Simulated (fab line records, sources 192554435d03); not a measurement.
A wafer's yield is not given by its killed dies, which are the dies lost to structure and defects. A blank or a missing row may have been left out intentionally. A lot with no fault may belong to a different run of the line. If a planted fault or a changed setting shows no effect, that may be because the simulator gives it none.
fab line records	flow n5-finfet	part 1 of 2: steps 1 to 22 of 27
record lots=5	wafers=15	last-day=18
route steps=1938 shown FIN_SAQP@103
lots with no fault: from the same line, run without faults
start-h: hours from the record's opening day to when the first of the lot's shown wafers began	wait-h: time in hours since the lot's previous step	" as in the row above	L1.1+2: a row that stands for several wafers	- either no value or no given start	* or withheld: withheld	< > ~ a bound
route shown NAME@n: a module of which the file shows steps, and the number in the route of the first	usual: mean and standard deviation over wafers with no fault	same: alike in all rows	chamber/n: place in a boat	sites: per-site readings	_std_site: the standard deviation of these	_edge_site: mean of outer sites minus mean of inner sites	radius-mm: for every site, how far away it sits from the centre of the wafer	mask NAME#n: copy n	behind: the tool/chamber that last shaped the wafer	hold: what put the lot on hold/how long, in hours/how the hold closed	device: whichever transistor did not switch (one of n, p or np)	end of line: the route-end tests of the same wafers	a step given without rows: its recipe and nothing more	killed: dies that structure and defects cost at the first sort, which is not the same as the wafer's yield	map: a wafer's dies, x killed, . not, _ none there
set.NAME: the setting that was run; set.NAME@STEP: the one run at that earlier step	model.NAME: the simulator's own value behind a step, which no gauge read
a table for each step, a row for each wafer; lots at some steps of the route
services: the hour from which a tool's chamber was out of use, counted from the record's first day as start-h (under 0 if before that day), plus the number of hours and why
## steps
# step N5_FIN_SAQP_COAT_49
# recipe resist=SOC	temp-c=250	time-s=60	spin-rpm=1500	resist-thk-nm=100
lot.wafer	tool	chamber	start-h	wait-h
L077.3+4+6	litho-track-03	0	39.63	0.1
L087.2+4+5	litho-track-02	0	99.93	0.1
L092.3+5+6	litho-track-03	0	130.10	0.1
L094.2+3+4	litho-track-03	0	141.58	0.1
L097.2+4+6	litho-track-04	0	161.08	0.1
# step N5_FIN_SAQP_COAT_50
# recipe resist=SiARC	temp-c=220	time-s=60	spin-rpm=1500	resist-thk-nm=35
lot.wafer	tool	chamber	start-h	wait-h
L077.3+4+6	litho-track-03	0	-	-
L087.2+4+5	litho-track-02	0	-	-
L092.3+5+6	litho-track-03	0	-	-
L094.2+3+4	litho-track-03	0	-	-
L097.2+4+6	litho-track-04	0	-	-
# step N5_FIN_SAQP_COAT_10
# recipe resist=CAR-ArF	spin-rpm=1500	resist-thk-nm=90
lot.wafer	tool	chamber	start-h	wait-h
L077.3+4+6	litho-track-03	0	-	-
L087.2+4+5	litho-track-02	0	-	-
L092.3+5+6	litho-track-03	0	-	-
L094.2+3+4	litho-track-03	0	-	-
L097.2+4+6	litho-track-04	0	-	-
# step N5_FIN_SAQP_EBR_12
# recipe solvent=PGMEA	ebr-width-mm=1.5
lot.wafer	tool	chamber	start-h	wait-h
L077.3+4+6	litho-track-03	0	-	-
L087.2+4+5	litho-track-02	0	-	-
L092.3+5+6	litho-track-03	0	-	-
L094.2+3+4	litho-track-03	0	-	-
L097.2+4+6	litho-track-04	0	-	-
# step N5_FIN_SAQP_SOFTBAKE_11
# recipe temp-c=110	time-s=60	resist=CAR-ArF
lot.wafer	tool	chamber	start-h	wait-h
L077.3+4+6	litho-track-03	0	-	-
L087.2+4+5	litho-track-02	0	-	-
L092.3+5+6	litho-track-03	0	-	-
L094.2+3+4	litho-track-03	0	-	-
L097.2+4+6	litho-track-04	0	-	-
# step N5_FIN_SAQP_EXPOSE_13
# recipe mask-id=FIN_CORE	na=1.35	source-shape=dipole	sigma-inner=0.538	sigma-outer=0.738	polarization=te	target-cd-nm=35.6	dose-mj=63.25
# usual reticle-temp-C=22.97/0.11
# same sigma-outer=0.738
lot.wafer	tool	chamber	start-h	wait-h	mask	reticle-temp-C
L077.3	arfi-scanner-02	0	39.89	-	FIN_CORE#0	22.97
L077.4	"	0	"	"	FIN_CORE#0	23.01
L077.6	"	0	"	"	FIN_CORE#0	23.14
L087.2	arfi-scanner-01	0	100.18	-	FIN_CORE#0	23.12
L087.4	"	0	"	"	FIN_CORE#0	23.08
L087.5	"	0	"	"	FIN_CORE#0	23.17
L092.3	arfi-scanner-02	0	130.36	-	FIN_CORE#0	23.04
L092.5	"	0	"	"	FIN_CORE#0	23.03
L092.6	"	0	"	"	FIN_CORE#0	22.86
L094.2	arfi-scanner-01	0	141.83	-	FIN_CORE#0	22.98
L094.3	"	0	"	"	FIN_CORE#0	22.99
L094.4	"	0	"	"	FIN_CORE#0	22.92
L097.2	arfi-scanner-01	0	161.33	-	FIN_CORE#0	22.92
L097.4	"	0	"	"	FIN_CORE#0	22.81
L097.6	"	0	"	"	FIN_CORE#0	22.86
# step N5_FIN_SAQP_PEB_14
# recipe peb-temp-c=withheld	peb-time-s=60	resist=CAR-ArF
lot.wafer	tool	chamber	start-h	wait-h
L077.3+4+6	litho-track-02	0	39.94	0.0
L087.2+4+5	litho-track-04	0	100.23	0.0
L092.3+5+6	litho-track-04	0	130.41	0.0
L094.2+3+4	litho-track-04	0	141.88	0.0
L097.2+4+6	litho-track-04	0	161.38	0.0
# step N5_FIN_SAQP_DEVELOP_15
# recipe develop-time-s=30	developer=TMAH	resist=CAR-ArF	dev-temp-c=23	rinse-liquid=diw	dry=air-spin
lot.wafer	tool	chamber	start-h	wait-h
L077.3+4+6	litho-track-02	0	-	-
L087.2+4+5	litho-track-04	0	-	-
L092.3+5+6	litho-track-04	0	-	-
L094.2+3+4	litho-track-04	0	-	-
L097.2+4+6	litho-track-04	0	-	-
# step N5_FIN_SAQP_CD_MEAS_16
# recipe target-cd-nm=35.6	landing-energy-ev=500	detector=se-inlens
# usual cd-nm=35.5/0.32
lot.wafer	tool	chamber	start-h	wait-h	cd-nm
L077.3	cd-sem-03	0	40.01	-	35.3
L077.4	"	0	"	"	35.1
L077.6	"	0	"	"	35.3
L087.2	cd-sem-02	0	100.30	-	36.0
L087.4	"	0	"	"	35.3
L087.5	"	0	"	"	35.8
L092.3	cd-sem-02	0	130.48	-	35.7
L092.5	"	0	"	"	35.9
L092.6	"	0	"	"	35.0
L094.2	cd-sem-03	0	141.95	-	35.7
L094.3	"	0	"	"	36.1
L094.4	"	0	"	"	35.9
L097.2	cd-sem-03	0	161.45	-	35.8
L097.4	"	0	"	"	35.5
L097.6	"	0	"	"	35.4
# step N5_FIN_SAQP_OVL_MEAS_17
# recipe points-per-wafer=44
# usual FIN_CORE_OVL=0.3/0.8
lot.wafer	tool	chamber	start-h	wait-h	FIN_CORE_OVL[nm]
L077.3	overlay-02	0	40.04	0.0	-1.1
L077.4	"	0	"	"	0.3
L077.6	"	0	"	"	-1.2
L087.2	overlay-01	0	100.34	0.0	1.4
L087.4	"	0	"	"	1.2
L087.5	"	0	"	"	-0.7
L092.3	overlay-02	0	130.51	0.0	-1.1
L092.5	"	0	"	"	-0.1
L092.6	"	0	"	"	0.0
L094.2	overlay-02	0	141.99	0.0	-0.8
L094.3	"	0	"	"	0.1
L094.4	"	0	"	"	-0.6
L097.2	overlay-01	0	161.49	0.0	1.9
L097.4	"	0	"	"	1.1
L097.6	"	0	"	"	0.9
# step N5_FIN_SAQP_INSPECT_18
# recipe mode=adi	inspect-instrument=brightfield
# usual raw-defect-count=388/110
lot.wafer	tool	chamber	start-h	wait-h	raw-defect-count
L077.3	defect-inspect-01	-	40.06	0.0	480
L077.4	"	-	"	"	311
L077.6	"	-	"	"	411
L087.2	defect-inspect-01	-	100.36	0.0	351
L087.4	"	-	"	"	400
L087.5	"	-	"	"	259
L092.3	defect-inspect-02	-	130.54	0.0	411
L092.5	"	-	"	"	300
L092.6	"	-	"	"	504
L094.2	defect-inspect-02	-	142.01	0.0	516
L094.3	"	-	"	"	313
L094.4	"	-	"	"	276
L097.2	defect-inspect-01	-	161.51	0.0	386
L097.4	"	-	"	"	445
L097.6	"	-	"	"	454
# step N5_FIN_SAQP_DESCUM_21
# recipe chemistry=O2	time-s=7.9	source-power-w=50	bias-power-w=20	pressure-mtorr=20	rf-frequency-hz=2.712e+07	temp-c=40	resist=CAR-ArF	o2-flow-sccm=225
# usual bias-power-w=20.00/0.067	drypump-motor-current-A=5.6/0.45	oes-product-au=0.79/0.094	rf-vpp-V=243.2/1.4	showerhead-plenum-p-Torr=2.10/0.08	throttle-valve-pct=20.50/0.23
lot.wafer	tool	chamber	start-h	wait-h	bias-power-w	drypump-motor-current-A	oes-product-au	rf-hours-counter-h	rf-vpp-V	showerhead-plenum-p-Torr	throttle-valve-pct
L077.3	rie-diel-06	3	40.26	0.2	19.97	5.7	0.71	188	243.6	2.17	20.83
L077.4	"	2	"	"	20.02	5.8	0.74	-	244.2	2.09	20.58
L077.6	"	0	"	"	19.89	4.8	0.93	-	246.0	2.23	20.52
L087.2	rie-diel-06	1	100.39	0.0	20.03	6.3	0.91	16	246.0	2.24	20.49
L087.4	"	3	"	"	20.00	5.7	0.70	211	244.9	2.17	20.86
L087.5	"	1	"	"	19.98	6.2	0.92	-	244.5	2.24	20.48
L092.3	rie-diel-01	0	130.78	0.2	20.05	6.2	0.70	209	241.7	2.07	20.79
L092.5	"	2	"	"	20.04	5.3	0.79	-	241.0	2.03	20.30
L092.6	"	3	"	"	20.03	5.4	0.82	-	241.7	2.03	20.01
L094.2	rie-diel-06	3	142.05	0.0	19.95	5.7	0.69	223	244.1	2.16	20.88
L094.3	"	1	"	"	19.98	6.2	0.88	28	244.5	2.23	20.52
L094.4	"	2	"	"	20.10	5.8	0.70	200	242.7	2.08	20.62
L097.2	rie-diel-01	0	161.54	0.0	20.02	6.2	0.70	220	243.4	2.07	20.80
L097.4	"	2	"	"	19.88	5.3	0.78	110	241.6	2.03	20.30
L097.6	"	3	"	"	19.92	5.3	0.81	-	242.0	2.03	20.03
# step N5_FIN_SAQP_ETCH_51
# recipe chemistry=CF4	target=SiARC	target-depth-a=455	mask-material=CAR-ArF	time-s=75.8	ion-energy-ev=80	pressure-mtorr=40	source-w=545	bias-w=36	Ar_flow_sccm=100	cf4-flow-sccm=100	ends=cleared
# usual bias-w=36.01/0.11	drypump-motor-current-A=5.6/0.45	etch-rf-on-time-s=75.4/1.2	oes-product-au=0.68/0.081	rf-vpp-V=184.2/1.2	showerhead-plenum-p-Torr=2.15/0.075	throttle-valve-pct=15.68/0.25
lot.wafer	tool	chamber	start-h	wait-h	bias-w	drypump-motor-current-A	etch-rf-on-time-s	oes-product-au	rf-hours-counter-h	rf-vpp-V	showerhead-plenum-p-Torr	throttle-valve-pct
L077.3	rie-diel-06	3	40.30	0.0	36.00	5.7	75.6	0.62	188	184.9	2.22	15.99
L077.4	"	2	"	"	36.06	5.8	76.2	0.64	-	183.0	2.14	15.79
L077.6	"	0	"	"	36.11	4.8	74.0	0.80	-	184.9	2.27	15.62
L087.2	rie-diel-06	1	100.43	0.0	36.19	6.2	75.8	0.78	16	185.8	2.28	15.54
L087.4	"	3	"	"	35.77	5.7	75.9	0.60	211	185.0	2.21	16.03
L087.5	"	1	"	"	36.18	6.2	75.5	0.79	-	186.4	2.28	15.57
L092.3	rie-diel-01	0	130.82	0.0	35.97	6.2	75.8	0.61	209	184.2	2.13	16.00
L092.5	"	2	"	"	36.12	5.3	74.7	0.68	-	182.9	2.08	15.39
L092.6	"	3	"	"	36.10	5.3	76.3	0.71	-	183.6	2.08	15.16
L094.2	rie-diel-06	3	142.08	0.0	35.99	5.7	76.2	0.60	223	185.9	2.21	16.07
L094.3	"	1	"	"	36.11	6.2	75.0	0.76	28	185.0	2.27	15.58
L094.4	"	2	"	"	36.08	5.8	75.7	0.62	200	183.4	2.13	15.84
L097.2	rie-diel-01	0	161.58	0.0	35.97	6.2	76.9	0.59	220	184.0	2.12	16.04
L097.4	"	2	"	"	35.97	5.3	73.9	0.67	110	183.4	2.07	15.40
L097.6	"	3	"	"	36.11	5.4	75.6	0.70	-	184.4	2.07	15.21
# step N5_FIN_SAQP_ETCH_52
# recipe chemistry=N2/H2	target=SOC	target-depth-a=1000	overetch-a=200	mask-material=SiARC	temp-c=40	time-s=150	ion-energy-ev=200	pressure-mtorr=30	source-w=840	bias-w=150	n2-flow-sccm=200	h2-flow-sccm=200	ends=end-point
# usual bias-w=149.9/0.43	drypump-motor-current-A=5.6/0.45	n2-flow-sccm=200.0/0.57	oes-product-au=0.71/0.08	rf-vpp-V=524.1/2.8	showerhead-plenum-p-Torr=2.55/0.094	throttle-valve-pct=17.88/0.2
lot.wafer	tool	chamber	start-h	wait-h	bias-w	drypump-motor-current-A	n2-flow-sccm	oes-product-au	rf-hours-counter-h	rf-vpp-V	showerhead-plenum-p-Torr	throttle-valve-pct
L077.3	rie-diel-06	3	40.35	0.0	149.9	5.7	199.6	0.64	188	526.3	2.63	18.10
L077.4	"	2	"	"	149.2	5.8	199.2	0.67	-	524.2	2.54	17.91
L077.6	"	0	"	"	149.9	4.8	199.9	0.83	-	529.1	2.70	17.77
L087.2	rie-diel-06	1	100.49	0.0	149.2	6.3	199.9	0.82	16	529.6	2.71	17.90
L087.4	"	3	"	"	150.5	5.7	199.8	0.63	211	525.1	2.62	18.16
L087.5	"	1	"	"	149.3	6.3	199.9	0.81	-	529.2	2.71	17.89
L092.3	rie-diel-01	0	130.87	0.0	150.5	6.2	200.9	0.64	209	521.4	2.53	18.23
L092.5	"	2	"	"	149.6	5.3	199.7	0.71	-	521.9	2.46	17.72
L092.6	"	3	"	"	150.0	5.4	199.5	0.74	-	520.6	2.47	17.51
L094.2	rie-diel-06	3	142.14	0.0	149.6	5.7	200.1	0.62	223	526.0	2.61	18.18
L094.3	"	1	"	"	150.4	6.2	199.7	0.80	28	526.5	2.71	17.90
L094.4	"	2	"	"	150.5	5.8	199.5	0.65	201	524.1	2.52	17.98
L097.2	rie-diel-01	0	161.64	0.0	150.0	6.2	200.6	0.63	220	521.7	2.52	18.27
L097.4	"	2	"	"	150.0	5.3	200.3	0.71	110	521.6	2.45	17.75
L097.6	"	3	"	"	149.3	5.4	199.7	0.73	-	522.8	2.46	17.54
# step N5_FIN_SAQP_STRIP_53
# recipe chemistry=N2/H2	temp-c=40	n2-flow-sccm=200	h2-flow-sccm=200	rf-frequency-hz=6e+07
lot.wafer	tool	chamber	start-h	wait-h
L077.3+4+6	rie-diel-06	3,2,0	40.45	0.0
L087.2+4+5	rie-diel-06	1,3,1	100.58	0.0
L092.3+5+6	rie-diel-01	0,2,3	130.97	0.0
L094.2+3+4	rie-diel-06	3,1,2	142.24	0.0
L097.2+4+6	rie-diel-01	0,2,3	161.73	0.0
# step N5_FIN_SAQP_HM_OPEN_73
# recipe chemistry=CHF3/O2	target=SiO2	stop-on=a-Si	target-depth-a=120	over-etch-frac=1.8	mask-material=SOC	time-s=16.8	pressure-mtorr=30	source-w=650	bias-w=170	Ar_flow_sccm=200	CHF3_flow_sccm=50	O2_flow_sccm=5	ion-energy-ev=200	ends=end-point
# usual bias-w=170.0/0.58	drypump-motor-current-A=5.6/0.45	oes_ar_750_au=0.79/0.091	oes-product-au=0.47/0.054	rf-vpp-V=522/3.3	showerhead-plenum-p-Torr=2.42/0.086	throttle-valve-pct=18.90/0.24
lot.wafer	tool	chamber	start-h	wait-h	bias-w	drypump-motor-current-A	oes_ar_750_au	oes-product-au	rf-hours-counter-h	rf-vpp-V	showerhead-plenum-p-Torr	throttle-valve-pct
L077.3	rie-diel-06	3	40.46	0.0	170.9	5.7	0.72	0.43	188	528	2.49	19.18
L077.4	"	2	"	"	170.0	5.8	0.75	0.45	-	519	2.40	18.96
L077.6	"	0	"	"	169.2	4.8	0.93	0.55	-	527	2.56	18.90
L087.2	rie-diel-06	1	100.59	0.0	169.5	6.2	0.92	0.54	16	517	2.57	18.86
L087.4	"	3	"	"	170.2	5.7	0.71	0.42	211	527	2.49	19.22
L087.5	"	1	"	"	169.7	6.2	0.92	0.55	-	519	2.57	18.87
L092.3	rie-diel-01	0	130.98	0.0	169.6	6.2	0.71	0.43	209	520	2.40	19.23
L092.5	"	2	"	"	169.0	5.3	0.79	0.48	-	518	2.32	18.55
L092.6	"	3	"	"	170.4	5.4	0.82	0.50	-	526	2.34	18.42
L094.2	rie-diel-06	3	142.25	0.0	169.8	5.7	0.70	0.42	223	525	2.48	19.25
L094.3	"	1	"	"	170.7	6.3	0.89	0.54	28	518	2.57	18.91
L094.4	"	2	"	"	170.3	5.8	0.72	0.43	201	517	2.39	19.01
L097.2	rie-diel-01	0	161.74	0.0	170.7	6.2	0.71	0.43	220	519	2.39	19.25
L097.4	"	2	"	"	170.4	5.3	0.79	0.47	110	518	2.32	18.56
L097.6	"	3	"	"	170.2	5.3	0.81	0.49	-	524	2.34	18.44
# step N5_FIN_SAQP_STRIP_74
# recipe chemistry=CHF3/O2	resist=SiARC	rf-frequency-hz=6e+07
lot.wafer	tool	chamber	start-h	wait-h
L077.3+4+6	rie-diel-06	3,2,0	40.51	0.0
L087.2+4+5	rie-diel-06	1,3,1	100.65	0.0
L092.3+5+6	rie-diel-01	0,2,3	131.03	0.0
L094.2+3+4	rie-diel-06	3,1,2	142.30	0.0
L097.2+4+6	rie-diel-01	0,2,3	161.80	0.0
# step N5_FIN_SAQP_MANDREL_ETCH_22
# recipe target-depth-a=600	chemistry=HBr/Cl2	target=a-Si	stop-on=SiNx	bt-time-s=10	over-etch-frac=0.5	time-s=30	pressure-mtorr=10	icp-w=800	bias-w=75	HBr_flow_sccm=150	Cl2_flow_sccm=80	ends=end-point
# usual bias-w=75.01/0.22	drypump-motor-current-A=5.8/0.34	oes-product-au=0.769/0.0095	throttle-valve-pct=35.37/0.2
lot.wafer	tool	chamber	start-h	wait-h	bias-w	drypump-motor-current-A	oes-product-au	rf-hours-counter-h	throttle-valve-pct
L077.3	rie-si-01	0	40.54	0.0	74.82	6.3	0.766	2	35.62
L077.4	"	2	"	"	74.82	5.8	0.772	118	35.17
L077.6	"	2	"	"	75.07	5.8	0.763	-	35.18
L087.2	rie-si-06	0	100.68	0.0	74.69	5.3	0.762	5	35.11
L087.4	"	1	"	"	75.56	5.6	0.776	24	35.22
L087.5	"	1	"	"	75.17	5.6	0.768	-	35.25
L092.3	rie-si-06	0	131.06	0.0	75.00	5.2	0.759	5	35.14
L092.5	"	3	"	"	75.02	5.3	0.759	-	35.22
L092.6	"	2	"	"	75.01	5.8	0.760	-	35.53
L094.2	rie-si-01	3	142.33	0.0	75.00	5.6	0.771	137	35.26
L094.3	"	2	"	"	75.28	5.8	0.746	119	35.21
L094.4	"	0	"	"	75.07	6.3	0.762	4	35.64
L097.2	rie-si-01	0	161.83	0.0	75.29	6.3	0.768	4	35.65
L097.4	"	1	"	"	75.09	5.6	0.780	125	35.62
L097.6	"	2	"	"	75.08	5.8	0.761	-	35.17
# step N5_FIN_SAQP_STRIP_55
# recipe chemistry=N2/H2	power-w=500	temp-c=40	pressure-mtorr=50	rf-frequency-hz=6e+07	overash-fraction=0.3	bias-power-w=28	h2-frac=0.5	n2-flow-sccm=300	h2-flow-sccm=300
# usual bias-power-w=28.00/0.087	drypump-motor-current-A=5.6/0.42	n2-flow-sccm=299.9/0.84	oes-product-au=0.80/0.099	rf-vpp-V=121.8/1.4	showerhead-plenum-p-Torr=3.36/0.11	throttle-valve-pct=18.94/0.25
lot.wafer	tool	chamber	start-h	wait-h	bias-power-w	drypump-motor-current-A	n2-flow-sccm	oes-product-au	rf-hours-counter-h	rf-vpp-V	showerhead-plenum-p-Torr	throttle-valve-pct
L077.3	rie-diel-01	0	40.74	0.2	27.91	6.2	300.1	0.74	178	122.6	3.36	19.23
L077.4	"	1	"	"	28.00	5.7	299.8	0.74	-	122.3	3.33	19.01
L077.6	"	3	"	"	27.87	5.3	299.8	0.85	-	119.8	3.28	18.81
L087.2	rie-diel-05	0	100.78	0.1	27.91	5.5	298.9	0.92	13	120.5	3.29	18.61
L087.4	"	2	"	"	28.02	5.7	298.5	0.90	-	118.9	3.28	19.05
L087.5	"	0	"	"	27.93	5.5	299.8	0.92	-	123.4	3.29	18.60
L092.3	rie-diel-05	3	131.26	0.2	27.98	5.0	300.1	0.94	11	122.1	3.57	18.25
L092.5	"	0	"	"	28.13	5.4	300.5	0.90	-	125.5	3.29	18.61
L092.6	"	1	"	"	28.07	6.1	300.5	0.97	-	122.4	3.43	18.75
L094.2	rie-diel-06	0	142.43	0.1	27.96	4.8	301.4	0.85	52	123.9	3.54	18.66
L094.3	"	1	"	"	27.88	6.2	299.6	0.89	29	123.9	3.57	19.17
L094.4	"	2	"	"	28.13	5.8	301.2	0.71	201	122.6	3.33	18.99
L097.2	rie-diel-01	2	161.93	0.1	28.11	5.3	299.8	0.77	110	121.5	3.24	19.20
L097.4	"	1	"	"	28.02	5.7	300.8	0.70	219	121.7	3.31	19.05
L097.6	"	3	"	"	28.02	5.4	300.3	0.80	-	119.8	3.26	18.89
# step N5_FIN_SAQP_STRIP_23
# recipe chemistry=SPM	time-s=750	temp-c=130	h2so4-h2o2-vol-ratio=4
lot.wafer	tool	chamber	start-h	wait-h
L077.3+4+6	wet-bench-04	6,0,3	40.81	-
L087.2+4+5	wet-bench-01	7,1,0	100.84	-
L092.3+5+6	wet-bench-05	4,0,7	131.32	-
L094.2+3+4	wet-bench-04	5,6,1	142.50	-
L097.2+4+6	wet-bench-04	0,4,5	161.99	-
# step N5_FIN_SAQP_SRD_66
# recipe dry=ipa-marangoni	time-s=30	temp-c=23	rinse-liquid=diw
lot.wafer	tool	chamber	start-h	wait-h
L077.3+4+6	wet-bench-04	6,0,3	41.02	0.0
L087.2+4+5	wet-bench-01	7,1,0	101.05	0.0
L092.3+5+6	wet-bench-05	4,0,7	131.53	0.0
L094.2+3+4	wet-bench-04	5,6,1	142.71	0.0
L097.2+4+6	wet-bench-04	0,4,5	162.24	0.0
# step N5_FIN_SAQP_RECESS_75
# recipe chemistry=HF/NH3	target=SiO2	target-depth-a=144	afs-cycles=3	temp-c=30	sublimation-temp-c=180	sublimation-time-s=60
# usual drypump-motor-current-A=5.6/0.57
lot.wafer	tool	chamber	start-h	wait-h	drypump-motor-current-A
L077.3	vapor-etch-01	0	41.18	0.1	6.3
L077.4	"	1	"	"	5.6
L077.6	"	1	"	"	5.6
L087.2	vapor-etch-02	0	101.10	0.0	5.3
L087.4	"	0	"	"	5.3
L087.5	"	1	"	"	4.7
L092.3	vapor-etch-02	1	131.70	0.1	4.7
L092.5	"	1	"	"	4.7
L092.6	"	0	"	"	5.4
L094.2	vapor-etch-01	0	143.07	0.3	6.3
L094.3	"	0	"	"	6.3
L094.4	"	1	"	"	5.6
L097.2	vapor-etch-01	0	162.48	0.2	6.3
L097.4	"	1	"	"	5.6
L097.6	"	0	"	"	6.3
